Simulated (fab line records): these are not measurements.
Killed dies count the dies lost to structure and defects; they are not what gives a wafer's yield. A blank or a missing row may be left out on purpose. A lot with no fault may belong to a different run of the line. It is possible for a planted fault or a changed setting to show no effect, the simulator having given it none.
Chamber matching :: flow n5_finfet :: N5_HKMG_FIN_HK_ALD_01 on ald_hk-02: 4 sister chambers
The step deposits HfO2, target thk 1.6 nm, pulse time 3 s, purge time 3 s. 39 wafers are shown with their chamber, then 12 later ones without.

WAFERS PAIRED WITH THEIR CHAMBERS
wafer: L075.3
chamber: 0
precursor_pulse_height_rel: 1.003

wafer: L075.4
chamber: 3
precursor_pulse_height_rel: 1.020

wafer: L075.6
chamber: 2
precursor_pulse_height_rel: 1.020

wafer: L076.1
chamber: 1
precursor_pulse_height_rel: 1.016

wafer: L076.2
chamber: 2
precursor_pulse_height_rel: 0.965

wafer: L076.3
chamber: 3
precursor_pulse_height_rel: 0.993

wafer: L076.4
chamber: 0
precursor_pulse_height_rel: 1.055

wafer: L076.5
chamber: 0
precursor_pulse_height_rel: 1.013

wafer: L076.6
chamber: 1
precursor_pulse_height_rel: 1.028

wafer: L079.2
chamber: 2
precursor_pulse_height_rel: 0.994

wafer: L079.3
chamber: 3
precursor_pulse_height_rel: 1.019

wafer: L079.6
chamber: 2
precursor_pulse_height_rel: 0.997

wafer: L083.1
chamber: 1
precursor_pulse_height_rel: 0.990

wafer: L083.2
chamber: 2
precursor_pulse_height_rel: 0.982

wafer: L083.4
chamber: 3
precursor_pulse_height_rel: 0.999

wafer: L084.1
chamber: 2
precursor_pulse_height_rel: 0.988

wafer: L084.2
chamber: 1
precursor_pulse_height_rel: 0.993

wafer: L084.3
chamber: 0
precursor_pulse_height_rel: 0.995

wafer: L084.4
chamber: 3
precursor_pulse_height_rel: 0.996

wafer: L084.5
chamber: 3
precursor_pulse_height_rel: 0.989

wafer: L084.6
chamber: 2
precursor_pulse_height_rel: 0.988

wafer: L087.3
chamber: 3
precursor_pulse_height_rel: 0.960

wafer: L087.5
chamber: 1
precursor_pulse_height_rel: 0.995

wafer: L087.6
chamber: 2
precursor_pulse_height_rel: 0.986

wafer: L086.2
chamber: 1
precursor_pulse_height_rel: 0.973

wafer: L086.4
chamber: 0
precursor_pulse_height_rel: 0.980

wafer: L086.6
chamber: 0
precursor_pulse_height_rel: 0.963

wafer: L088.1
chamber: 0
precursor_pulse_height_rel: 1.008

wafer: L088.2
chamber: 1
precursor_pulse_height_rel: 1.014

wafer: L088.3
chamber: 2
precursor_pulse_height_rel: 0.996

wafer: L088.4
chamber: 3
precursor_pulse_height_rel: 1.010

wafer: L088.5
chamber: 2
precursor_pulse_height_rel: 1.056

wafer: L088.6
chamber: 3
precursor_pulse_height_rel: 1.012

wafer: L092.1
chamber: 2
precursor_pulse_height_rel: 1.010

wafer: L092.4
chamber: 3
precursor_pulse_height_rel: 0.992

wafer: L092.6
chamber: 2
precursor_pulse_height_rel: 1.015

wafer: L093.1
chamber: 3
precursor_pulse_height_rel: 1.017

wafer: L093.3
chamber: 1
precursor_pulse_height_rel: 0.966

wafer: L093.4
chamber: 2
precursor_pulse_height_rel: 1.029

SIGNATURES, as means of the wafers listed above
reading: precursor_pulse_height_rel
chamber 0: 1.00243
chamber 1: 0.99687
chamber 2: 1.00200
chamber 3: 1.00064
scatter within a chamber: 0.0228
Rule: for each reading, subtract the chamber's mean from the wafer's reading, divide by that reading's scatter and square the result; add these up over the readings and take the root, which gives the wafer's distance from the chamber. If the next closest chamber is less than 2 further off than the closest, the wafer can't be placed; otherwise it belongs to the closest. The scatter: the root of (the sum of the squares of (reading less its chamber's mean) over the shown wafers, divided by (wafers less chambers)).

WAFERS WITH NO CHAMBER GIVEN
wafer: L095.4
precursor_pulse_height_rel: 0.982

wafer: L095.5
precursor_pulse_height_rel: 0.991

wafer: L095.6
precursor_pulse_height_rel: 1.010

wafer: L096.1
precursor_pulse_height_rel: 0.982

wafer: L096.2
precursor_pulse_height_rel: 0.996

wafer: L096.3
precursor_pulse_height_rel: 0.963

wafer: L096.4
precursor_pulse_height_rel: 0.958

wafer: L096.5
precursor_pulse_height_rel: 1.032

wafer: L096.6
precursor_pulse_height_rel: 1.018

wafer: L097.1
precursor_pulse_height_rel: 0.983

wafer: L097.4
precursor_pulse_height_rel: 0.999

wafer: L097.5
precursor_pulse_height_rel: 1.022

EACH ONE'S CHAMBER
wafer: L095.4
from the rows above: can't be placed: 1 or 3 or 2 or 0
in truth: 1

wafer: L095.5
from the rows above: can't be placed: 1 or 3 or 2 or 0
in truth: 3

wafer: L095.6
from the rows above: can't be placed: 0 or 2 or 3 or 1
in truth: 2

wafer: L096.1
from the rows above: can't be placed: 1 or 3 or 2 or 0
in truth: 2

wafer: L096.2
from the rows above: can't be placed: 1 or 3 or 2 or 0
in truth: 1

wafer: L096.3
from the rows above: can't be placed: 1 or 3 or 2 or 0
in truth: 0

wafer: L096.4
from the rows above: can't be placed: 1 or 3 or 2 or 0
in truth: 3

wafer: L096.5
from the rows above: can't be placed: 0 or 2 or 3 or 1
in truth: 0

wafer: L096.6
from the rows above: can't be placed: 0 or 2 or 3 or 1
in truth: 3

wafer: L097.1
from the rows above: can't be placed: 1 or 3 or 2 or 0
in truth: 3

wafer: L097.4
from the rows above: can't be placed: 3 or 1 or 2 or 0
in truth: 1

wafer: L097.5
from the rows above: can't be placed: 0 or 2 or 3 or 1
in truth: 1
0 of 12 placed correctly. From these rows, 12 cannot be placed; in 12 the true chamber is one of the candidates. Number placed wrongly: 0.
